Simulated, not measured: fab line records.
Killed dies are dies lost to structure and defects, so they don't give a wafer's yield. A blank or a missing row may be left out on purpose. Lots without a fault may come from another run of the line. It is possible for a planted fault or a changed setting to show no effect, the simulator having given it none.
fab line records	flow nand-harc
record lots=12	wafers=35	last-day=33
route steps=1302 shown P_CONTACT@237 END@1302
lots that met no fault: from a run of the same line without faults
start-h: the number of hours between the record's first day and the start of the first shown wafer of the lot	wait-h: hours elapsed since this lot's preceding step	" unchanged from the row above	L1.1+2: one row covering several wafers at once	- either no value or no given start	* or withheld: withheld	< > ~ a bound
route shown NAME@n: a module of which the file shows steps, and the number in the route of the first	usual: the fault-free wafers' mean and standard deviation	same: alike in all rows	chamber/n: place in a boat	sites: per-site readings	_std_site: the standard deviation of these	_edge_site: outer sites' mean less inner sites'	radius-mm: for every site, how far away it sits from the centre of the wafer	mask NAME#n: copy n	behind: the tool/chamber that last shaped the wafer	hold: the reason the lot was held/the length of the hold in hours/how it ended	device: the n, p or np transistor that did not switch	end of line: the same wafers' tests at the end of the route	a step with no rows: only its recipe	killed: not the wafer's yield, but the dies lost to structure and defects at the first sort	map: shows each die of a wafer: x if killed, . if not, _ if none is there
set.NAME: the setting the step ran with; set.NAME@STEP: the setting that earlier step ran with	model.NAME: the simulator's own value behind a step, which no gauge read
one table for each step of the route and one row for each wafer, over a sample of lots
services: from which hour (start-h, from the record's first day; less than 0 if before it) a tool's chamber was out of use, for how many hours, and why
## steps
# step NHARC_P_CONTACT_ETCH_36
# recipe target-depth-a=2600	over-etch-frac=0.25	time-s=406.25	ion-energy-ev=200	n2-flow-sccm=150	h2-flow-sccm=150	ar-flow-sccm=0	rf-w=400	bias-w=150	chemistry=N2/H2
# usual drypump-motor-current-A=5.9/0.35	oes-product-au=0.997/0.01	rf-vpp-V=431.3/2.5	run-length-s=427.8/0.35	showerhead-plenum-p-Torr=2.07/0.082	throttle-valve-pct=14.172/0.0094
lot.wafer	tool	chamber	start-h	wait-h	drypump-motor-current-A	oes-product-au	rf-hours-counter-h	rf-vpp-V	run-length-s	showerhead-plenum-p-Torr	throttle-valve-pct
L800.1	rie-diel-03	2	-	-	6.3	0.998	0.2	431.4	428.0	2.04	14.165
L800.4	"	0	"	"	5.4	0.996	0.2	427.6	427.1	1.99	14.161
L800.5	"	1	"	"	5.8	0.990	-	430.4	427.1	2.07	14.178
L801.1	rie-diel-03	1	-	-	5.8	0.996	1.1	430.4	427.5	2.07	14.174
L801.5	"	1	"	"	5.8	0.994	-	431.2	427.3	2.06	14.172
L801.6	"	2	"	"	6.3	0.999	-	429.6	428.0	2.04	14.158
L805.3	rie-diel-12	0	-	-	6.2	1.003	2.2	434.2	427.9	2.16	14.156
L805.6	"	2	"	"	5.7	0.984	-	432.6	428.1	2.10	14.164
L805.5	"	3	"	"	5.3	1.002	-	429.9	428.1	2.01	14.162
L809.1	rie-diel-12	0	-	-	6.2	1.010	3.3	433.7	428.3	2.15	14.179
L809.5	"	0	"	"	6.2	1.019	-	435.4	427.5	2.15	14.170
L810.3	rie-diel-12	1	-	-	6.3	1.012	3.9	435.2	428.0	2.19	14.157
L810.2	"	2	"	"	5.7	0.981	4.0	432.6	427.8	2.10	14.184
L810.6	"	1	"	"	6.3	0.994	-	433.3	428.2	2.19	14.174
L813.2	rie-diel-12	2	-	-	5.7	0.994	4.7	432.5	428.0	2.10	14.163
L813.4	"	3	"	"	5.3	1.002	3.3	428.3	427.8	2.01	14.168
L813.5	"	3	"	"	5.3	0.997	-	430.6	427.7	2.01	14.177
L818.2	rie-diel-03	0	-	-	5.3	1.013	0.2	429.5	427.2	1.98	14.179
L818.1	"	2	"	"	6.3	0.997	0.2	429.8	428.1	2.04	14.155
L818.5	"	1	"	"	5.8	1.006	-	432.8	427.7	2.06	14.181
L819.3	rie-diel-07	0	-	-	5.7	0.999	0.3	428.5	427.4	1.96	14.171
L819.5	"	2	"	"	6.1	0.990	-	435.5	427.5	2.19	14.188
L819.6	"	3	"	"	5.8	0.996	-	431.8	428.0	2.05	14.178
L820.4	rie-diel-12	0	-	-	6.2	1.004	1.0	433.7	427.9	2.15	14.178
L820.1	"	2	"	"	5.7	0.999	1.0	431.9	427.6	2.10	14.157
L820.5	"	3	"	"	5.3	1.019	-	429.2	427.9	2.01	14.173
L821.2	rie-diel-07	1	-	-	6.3	0.993	0.8	429.1	427.8	2.02	14.167
L821.5	"	3	"	"	5.9	0.991	-	430.3	428.0	2.05	14.157
L821.6	"	0	"	"	5.7	0.999	-	427.0	427.5	1.96	14.171
L822.1	rie-diel-12	0	-	-	6.2	1.007	1.6	435.1	427.6	2.15	14.174
L822.5	"	2	"	"	5.7	0.995	-	433.2	427.9	2.10	14.162
L822.6	"	3	"	"	5.3	1.009	-	430.5	427.8	2.01	14.161
L823.1	rie-diel-12	3	-	-	5.3	1.015	2.2	429.7	427.9	2.01	14.181
L823.4	"	2	"	"	5.7	0.990	2.1	433.5	428.0	2.09	14.166
L823.5	"	0	"	"	6.2	1.016	-	433.9	427.8	2.15	14.176
# step NHARC_P_CONTACT_ETCH_18
# recipe target-depth-a=4810	time-s=240.5	c4f8-flow-sccm=20	o2-flow-sccm=10	ar-flow-sccm=withheld	rf-w=600	bias-w=1500	chemistry=C4F8/O2/Ar
# usual oes-product-au=0.960/0.018	rf-vpp-V=980/5.2	run-length-s=262.0/0.35
lot.wafer	tool	chamber	start-h	wait-h	oes-product-au	rf-hours-counter-h	rf-vpp-V	run-length-s
L800.4	rie-diel-03	3	117.95	-	0.947	0.3	969	262.3
L800.1	"	0	"	"	0.969	0.3	974	261.9
L800.5	"	2	"	"	0.960	-	977	262.3
L801.1	rie-diel-03	1	125.11	-	0.960	1.3	980	261.6
L801.5	"	0	"	"	0.956	-	975	261.4
L801.6	"	1	"	"	0.966	-	981	261.7
L805.3	rie-diel-12	0	164.99	-	0.957	2.2	985	261.8
L805.5	"	1	"	"	0.965	-	987	262.2
L805.6	"	2	"	"	0.961	-	981	262.0
L809.1	rie-diel-12	0	211.74	-	0.981	3.5	985	261.6
L809.5	"	3	"	"	0.989	-	978	242.1
L810.3	rie-diel-12	2	219.21	-	0.940	4.2	980	262.1
L810.2	"	0	"	"	0.984	4.0	985	241.9
L810.6	"	3	"	"	0.961	-	976	261.9
L813.4	rie-diel-12	0	244.94	-	0.989	4.6	985	262.1
L813.2	"	3	"	"	0.975	3.5	977	242.0
L813.5	"	1	"	"	0.955	-	986	242.7
L818.1	rie-diel-03	1	298.39	-	0.977	0.4	980	261.6
L818.2	"	2	"	"	0.951	0.3	979	262.6
L818.5	"	0	"	"	0.984	-	975	261.5
L819.3	rie-diel-07	0	314.32	-	0.969	0.4	974	262.1
L819.5	"	1	"	"	0.962	-	977	262.3
L819.6	"	2	"	"	0.966	-	987	261.6
L820.1	rie-diel-12	1	314.92	-	0.968	0.5	988	262.6
L820.4	"	2	"	"	0.960	1.1	980	261.9
L820.5	"	1	"	"	0.971	-	987	262.5
L821.2	rie-diel-07	2	331.59	-	0.943	1.0	987	261.8
L821.6	"	3	"	"	0.949	-	980	261.8
L821.5	"	0	"	"	0.945	-	972	261.7
L822.1	rie-diel-12	2	335.56	-	0.944	1.9	982	262.1
L822.5	"	0	"	"	0.922	-	985	261.7
L822.6	"	1	"	"	0.969	-	986	262.3
L823.1	rie-diel-12	0	342.94	-	0.973	2.2	984	262.3
L823.4	"	1	"	"	0.970	1.7	989	262.2
L823.5	"	0	"	"	0.970	-	985	261.8
# step NHARC_P_CONTACT_ETCH_31
# recipe target-depth-a=300	time-s=85.7	ion-energy-ev=120	over-etch-frac=1	ch3f-flow-sccm=50	o2-flow-sccm=30	ar-flow-sccm=200	rf-w=500	bias-w=100	chemistry=CH3F/O2
# usual drypump-motor-current-A=5.9/0.35	oes-product-au=0.979/0.013	rf-vpp-V=244.8/1.7	run-length-s=107.2/0.32	showerhead-plenum-p-Torr=2.50/0.096	throttle-valve-pct=20.663/0.0098
lot.wafer	tool	chamber	start-h	wait-h	drypump-motor-current-A	oes-product-au	rf-hours-counter-h	rf-vpp-V	run-length-s	showerhead-plenum-p-Torr	throttle-valve-pct
L800.1	rie-diel-03	0	-	-	5.3	0.996	0.3	242.9	107.3	2.40	20.652
L800.4	"	1	"	"	5.8	0.987	0.5	246.5	106.6	2.49	20.676
L800.5	"	3	"	"	5.7	0.975	-	241.5	106.9	2.31	20.663
L801.1	rie-diel-03	2	-	-	6.3	0.989	1.3	246.7	107.6	2.46	20.672
L801.5	"	0	"	"	5.3	0.982	-	244.2	106.6	2.40	20.661
L801.6	"	1	"	"	5.8	0.979	-	242.6	107.0	2.49	20.674
L805.3	rie-diel-12	3	-	-	5.3	0.978	1.2	243.3	107.1	2.43	20.651
L805.6	"	2	"	"	5.7	0.978	-	244.2	107.5	2.52	20.669
L805.5	"	3	"	"	5.3	0.973	-	243.1	107.1	2.42	20.659
L809.1	rie-diel-12	2	-	-	5.7	0.979	3.7	244.3	107.2	2.52	20.662
L809.5	"	3	"	"	5.3	0.998	-	243.1	107.2	2.42	20.661
L810.3	rie-diel-12	0	-	-	6.2	0.994	4.0	246.6	107.5	2.59	20.656
L810.2	"	1	"	"	6.4	0.988	4.2	246.4	107.8	2.63	20.678
L810.6	"	3	"	"	5.3	0.998	-	243.5	107.5	2.42	20.675
L813.2	rie-diel-12	2	-	-	5.7	0.972	5.0	245.9	107.4	2.52	20.662
L813.4	"	0	"	"	6.2	0.993	4.7	246.6	107.2	2.59	20.654
L813.5	"	2	"	"	5.7	0.976	-	246.0	107.1	2.52	20.651
L818.2	rie-diel-03	0	-	-	5.3	0.999	0.5	242.7	106.5	2.40	20.649
L818.1	"	3	"	"	5.7	0.977	0.3	241.7	107.2	2.31	20.658
L818.5	"	1	"	"	5.8	0.985	-	247.3	107.0	2.48	20.666
L819.3	rie-diel-07	0	-	-	5.7	0.974	0.4	241.9	107.3	2.37	20.673
L819.5	"	0	"	"	5.8	0.981	-	242.3	107.7	2.37	20.679
L819.6	"	1	"	"	6.2	0.973	-	245.3	107.2	2.44	20.674
L820.1	rie-diel-12	2	-	-	5.7	0.969	1.1	246.9	107.2	2.52	20.676
L820.4	"	3	"	"	5.3	0.976	1.3	244.6	107.4	2.42	20.675
L820.5	"	0	"	"	6.2	0.989	-	245.7	107.7	2.59	20.670
L821.2	rie-diel-07	3	-	-	5.9	0.977	1.2	242.9	107.0	2.47	20.658
L821.6	"	1	"	"	6.3	0.952	-	242.9	107.4	2.44	20.647
L821.5	"	2	"	"	6.1	0.970	-	246.8	106.8	2.63	20.677
L822.1	rie-diel-12	3	-	-	5.3	0.987	2.0	244.2	107.4	2.42	20.662
L822.5	"	2	"	"	5.7	0.962	-	246.7	107.8	2.52	20.656
L822.6	"	3	"	"	5.3	0.990	-	243.3	107.6	2.42	20.667
L823.4	rie-diel-12	0	-	-	6.2	0.997	2.3	245.2	107.6	2.59	20.664
L823.1	"	1	"	"	6.3	0.997	1.8	246.4	107.8	2.63	20.670
L823.5	"	0	"	"	6.2	0.989	-	244.7	107.0	2.59	20.657
# step NHARC_P_CONTACT_CVD_23
# recipe target-thk-a=2000	temp-c=300	pressure-torr=40	wf6-flow-sccm=40	h2-flow-sccm=1600	ar-flow-sccm=1560	time-s=557	material=W
# usual heater-power-w=473/42	throttle-valve-pct=7.87/0.21
lot.wafer	tool	chamber	start-h	wait-h	heater-power-w	throttle-valve-pct
L800.1	cvd-w-01	1	-	-	518	8.00
L800.4	"	0	"	"	456	7.58
L800.5	"	0	"	"	477	8.14
L801.1	cvd-w-01	1	-	-	517	8.14
L801.5	"	1	"	"	517	7.81
L801.6	"	0	"	"	452	7.42
L805.3	cvd-w-02	1	-	-	412	7.93
L805.5	"	1	"	"	421	8.40
L805.6	"	0	"	"	513	8.20
L809.1	cvd-w-01	0	-	-	415	7.64
L809.5	"	1	"	"	520	7.77
L810.2	cvd-w-01	0	-	-	433	7.60
L810.3	"	0	"	"	423	7.52
L810.6	"	0	"	"	433	7.85
L813.2	cvd-w-01	0	-	-	420	7.96
L813.4	"	1	"	"	527	7.76
L813.5	"	0	"	"	422	7.68
L818.1	cvd-w-02	0	-	-	484	7.88
L818.2	"	1	"	"	449	7.81
L818.5	"	1	"	"	444	7.95
L819.3	cvd-w-01	0	-	-	430	7.74
L819.6	"	0	"	"	427	7.79
L819.5	"	1	"	"	522	8.16
L820.1	cvd-w-02	1	-	-	444	7.64
L820.4	"	1	"	"	450	7.88
L820.5	"	1	"	"	442	7.77
L821.2	cvd-w-02	1	-	-	454	7.79
L821.6	"	0	"	"	505	7.58
L821.5	"	1	"	"	455	7.83
L822.1	cvd-w-02	1	-	-	442	7.56
L822.5	"	1	"	"	450	8.20
L822.6	"	0	"	"	477	7.86
L823.1	cvd-w-01	1	-	-	519	8.05
L823.4	"	0	"	"	424	7.78
L823.5	"	1	"	"	519	7.70
# step NHARC_END_SORT_01
# recipe temp-c=25
# usual killed-at-array=62/15	killed-at-other=0.8/1	killed-at-periphery=3.7/2.6	killed-dies=66/15	killed-open=3.1/1.8	killed-short=2.6/1.7
# same gross-dies=677
lot.wafer	tool	chamber	start-h	wait-h	killed-at-array	killed-at-other	killed-at-periphery	killed-dies	killed-open	killed-short
L810.2	prober-02	0	660.38	2.8	67	0	238	305	3	2
L810.3	prober-02	0	661.18	3.1	49	1	6	56	2	2
L810.6	prober-02	0	663.59	4.0	51	0	7	58	2	5
L813.2	prober-02	0	675.39	2.8	78	0	218	296	5	1
L813.4	prober-02	0	676.98	3.4	88	0	5	93	2	1
L813.5	prober-02	0	677.77	3.7	96	0	265	361	2	2
# killed by level:class
L810.2 P_CONTACT:area-etch=235 A_SLIT:chamber-film-flake=39 A_CHANNEL_HOLE_D2:chamber-film-flake=16 A_CHANNEL_HOLE_D1:chamber-film-flake=5 A_CONTACT:chamber-film-flake=3 P_M2:geometric-particle:short=1 A_ONON_D2:geometric-particle:open=1 A_SGD_CUT:geometric-particle:short=1
L810.3 A_SLIT:chamber-film-flake=28 A_CHANNEL_HOLE_D2:chamber-film-flake=9 A_CONTACT:chamber-film-flake=6 P_M2:chamber-film-flake=3 P_STI:chamber-film-flake=2 P_CONTACT:geometric-particle:open=1 A_ONON_D1:geometric-particle:open=1 A_BLC:geometric-particle:short=1
L810.6 A_SLIT:chamber-film-flake=24 A_CHANNEL_HOLE_D2:chamber-film-flake=11 A_CHANNEL_HOLE_D1:chamber-film-flake=6 P_M2:chamber-film-flake=3 A_CONTACT:chamber-film-flake=3 P_STI:chamber-film-flake=2 A_STAIRCASE:chamber-film-flake=2 P_GATE:geometric-particle:short=1
L813.2 P_CONTACT:area-etch=206 A_SLIT:chamber-film-flake=32 A_CHANNEL_HOLE_D1:chamber-film-flake=29 A_CHANNEL_HOLE_D2:chamber-film-flake=11 P_M2:chamber-film-flake=4 P_M0:geometric-particle:open=3 A_DECK1_JOINT:chamber-film-flake=3 P_GATE:chamber-film-flake=2
L813.4 A_CHANNEL_HOLE_D1:chamber-film-flake=33 A_SLIT:chamber-film-flake=27 A_CHANNEL_HOLE_D2:chamber-film-flake=21 A_CONTACT:chamber-film-flake=3 P_GATE:chamber-film-flake=2 P_GATE:geometric-particle:open=1 A_CHANNEL_FILL_D1:geometric-particle:short=1 A_M0:geometric-particle:open=1
L813.5 P_CONTACT:area-etch=260 A_CHANNEL_HOLE_D1:chamber-film-flake=35 A_SLIT:chamber-film-flake=34 A_CHANNEL_HOLE_D2:chamber-film-flake=23 P_M2:chamber-film-flake=2 P_CONTACT:geometric-particle:open=1 A_CHANNEL_HOLE_D1:geometric-particle:short=1 A_DECK1_JOINT:geometric-particle:short=1
## services
tool	chamber	start-h	hours	kind
rie-diel-12	2	97.43	1.9	repair
rie-diel-12	0	100.40	-	clean
rie-diel-12	1	100.40	-	clean
rie-diel-12	2	100.40	-	clean
rie-diel-12	3	100.40	-	clean
rie-diel-03	-	104.30	9.0	pm
rie-diel-07	-	117.20	9.0	pm
rie-diel-12	3	134.16	21.5	repair
rie-diel-12	-	169.19	0.6	repair
cvd-w-01	-	185.00	13.0	pm
rie-diel-12	3	231.38	9.6	repair
rie-diel-07	0	247.72	2.6	repair
rie-diel-03	1	248.17	4.0	repair
rie-diel-07	3	251.59	6.0	repair
cvd-w-01	1	254.17	7.3	repair
rie-diel-03	-	262.69	0.6	repair
rie-diel-12	-	268.40	9.0	pm
cvd-w-02	-	269.00	13.0	pm
rie-diel-03	-	281.30	9.0	pm
rie-diel-12	1	282.19	15.5	repair
rie-diel-07	-	294.20	9.0	pm
rie-diel-07	3	320.30	3.4	repair
rie-diel-12	0	328.09	6.6	repair
rie-diel-03	1	340.11	12.2	repair
## key
first-sign step=NHARC_P_CONTACT_ETCH_18	reading=run-length-s	direction=down	sigmas=56	usual=*	struck=*
effect step=NHARC_END_SORT_01	reading=killed-at-periphery	direction=up	sigmas=90	usual=3.7	struck=240.3
more-kills-born-at NHARC_P_CONTACT_ETCH_18@rie-diel-12=701
met-at NHARC_P_CONTACT_ETCH_18
struck-lots L809,L810,L813
struck-wafers L809.5,L810.2,L813.2,L813.5
sort-left-out L809.5
tester-left-out L809,L810,L813
not-acting-at NHARC_P_CONTACT_ETCH_36,NHARC_P_CONTACT_ETCH_31,NHARC_P_CONTACT_CVD_23
onset-between 164.99 211.74
fault kind=process-parameter-drift	tool=rie-diel-12	chamber=-	onset-h=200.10	steps=NHARC_P_CONTACT_ETCH_18	channel=time-s	offset=*	shape=step	end-h=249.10	scope=struck-wafers-only	acts-in=*	stated=*
# tester-left-out: of these lots the tester's yield and bins aren't shown, on N5 and GAA mostly nor the transistor test; their killed dies are dies lost to structure and defects alone, not to doping, threshold or leakage, so they don't give the yield
# sort-left-out: the simulated sort isn't trusted on such a fault, so these wafers' sort isn't shown, and their yield isn't known
